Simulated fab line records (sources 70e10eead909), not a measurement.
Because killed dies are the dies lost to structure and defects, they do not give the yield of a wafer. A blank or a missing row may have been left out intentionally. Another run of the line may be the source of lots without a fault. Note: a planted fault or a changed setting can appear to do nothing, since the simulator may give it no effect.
Comparing a struck lot with a sound one :: flow nand harc :: 14 steps out of a route of 1159
Sound: these wafers, L935.2, L935.4, L935.5. Struck: wafer L945.4 (left out: L945.2, L945.5 of the same lot, which were not struck); the cause appears at the end.
Per side, at each step with rows, come the tool, then ch with its chambers, and then its first start. Under that, the readings that differ: sound wafers :: struck wafers :: difference of the means :: sigmas: that difference in standard deviations of wafers without a fault.
alike: readings with means less than 2 such deviations apart, plus words and numbers identical on both sides. not compared: withheld readings, readings lacking a value on some wafer, bounds such as >300 that could conceal the same value, and numbers that have no deviation in the record and whose values overlap.
Wherever a step has rows on one side only, a row that says differs or no value, or a row with sigmas, the two part there. Numbers that have no deviation but don't overlap get no sigmas and don't part them. Lack of a reading on every wafer of one side parts them only where that side has two or more wafers.

first, 1 step without rows for these wafers: NHARC_A_STAIRCASE_HARDBAKE_311 (time 140 s).
NHARC_A_STAIRCASE_DESCUM_312: chemistry O2, time 3 s.
  sound on rie diel-06 ch 2,3, day 11 13:52; struck on rie diel-02 ch 2, day 14 05:57
  alike: chamber pressure mTorr, drypump motor current A, o2 flow sccm, oes product au, rf vpp V, showerhead plenum p Torr, throttle valve pct
  not compared: rf hours counter h
NHARC_A_STAIRCASE_ETCH_313: etches the open film in CF4/CHF3.
  sound on rie diel-06 ch 0,1,2, day 11 13:56; struck on rie diel-02 ch 1, day 14 06:01
reading: oes product au (a.u.)
sound: 0.970 0.985 0.943
struck: 0.916
difference: -0.050
sigmas: -2
  alike: chamber pressure mTorr, drypump motor current A, rf vpp V, showerhead plenum p Torr, throttle valve pct
  not compared: rf hours counter h
NHARC_A_STAIRCASE_HM_OPEN_463: chemistry O2/COS.
  sound on rie diel-06 ch 0,2; struck on rie diel-02 ch 0
reading: throttle valve pct (%)
sound: 28.360 28.332 28.316
struck: 28.317
difference: -0.019
sigmas: -2
  alike: chamber pressure mTorr, drypump motor current A, o2 flow sccm, oes product au, rf vpp V, showerhead plenum p Torr
  not compared: rf hours counter h
then, 1 step without rows for these wafers: NHARC_A_STAIRCASE_STRIP_464 (strips in O2/COS).
NHARC_A_STAIRCASE_ETCH_453: etches the open film in CF4/O2, target depth 30 nm, overetch 3 nm, time 16.5 s.
  sound on rie diel-06 ch 1,3; struck on rie diel-02 ch 2
reading: oes product au (a.u.)
sound: 1.008 1.004 1.004
struck: 0.976
difference: -0.029
sigmas: -3
  alike: chamber pressure mTorr, drypump motor current A, o2 flow sccm, oes_o_777_au, rf vpp V, showerhead plenum p Torr, throttle valve pct
  not compared: rf hours counter h
then, 1 step without rows for these wafers: NHARC_A_STAIRCASE_ETCH_315 (etches the open film in C4F8/O2/Ar, target depth 2500 nm, time 607.1 s).
NHARC_A_STAIRCASE_STRIP_316: strips in O2.
  sound on rie diel-06 ch 1,3; struck on rie diel-02 ch 1
reading: o2 flow sccm (sccm)
sound: 498.7 500.6 494.5
struck: 502.4
difference: +4.5
sigmas: +3
  alike: chamber pressure mTorr, drypump motor current A, oes product au, rf vpp V, showerhead plenum p Torr, throttle valve pct
  not compared: rf hours counter h
then, 3 steps without rows for these wafers: NHARC_A_STAIRCASE_STRIP_317 (strips in SPM, time 900 s); NHARC_A_STAIRCASE_PRECLEAN_318 (cleans in SC1); NHARC_A_STAIRCASE_SRD_329.
NHARC_A_STAIRCASE_ALD_415: deposits SiO2, target thk 30 nm, pulse time 6 s, ald cycles 300.
  sound on ald hk-02 ch 1,2,3, day 11 16:11; struck on ald hk-03 ch 1, day 14 07:51
reading: ald cycles
sound: 300 300 300
struck: 377
difference: +77
sigmas: 
  alike: heater power outer w, heater power w, precursor pulse height rel
then, 1 step without rows for these wafers: NHARC_A_STAIRCASE_ETCHBACK_416 (etches the open film in C4F8/O2/Ar, target depth 36 nm, time 7.2 s).
-- jump in the record: it breaks off in module A_STAIRCASE and resumes in module END (first step shown: number 1159 of the route), and 7 days separate the struck wafers' starts before and after --
NHARC_END_SORT_01:
  only the struck wafers appear in the record here, on prober-02 ch 0 at day 21 13:46; the sound ones have no rows

WHERE THEY PART
First at NHARC_A_STAIRCASE_ETCH_313; last, within this record, at NHARC_END_SORT_01.

WHY: the cause the simulator had injected
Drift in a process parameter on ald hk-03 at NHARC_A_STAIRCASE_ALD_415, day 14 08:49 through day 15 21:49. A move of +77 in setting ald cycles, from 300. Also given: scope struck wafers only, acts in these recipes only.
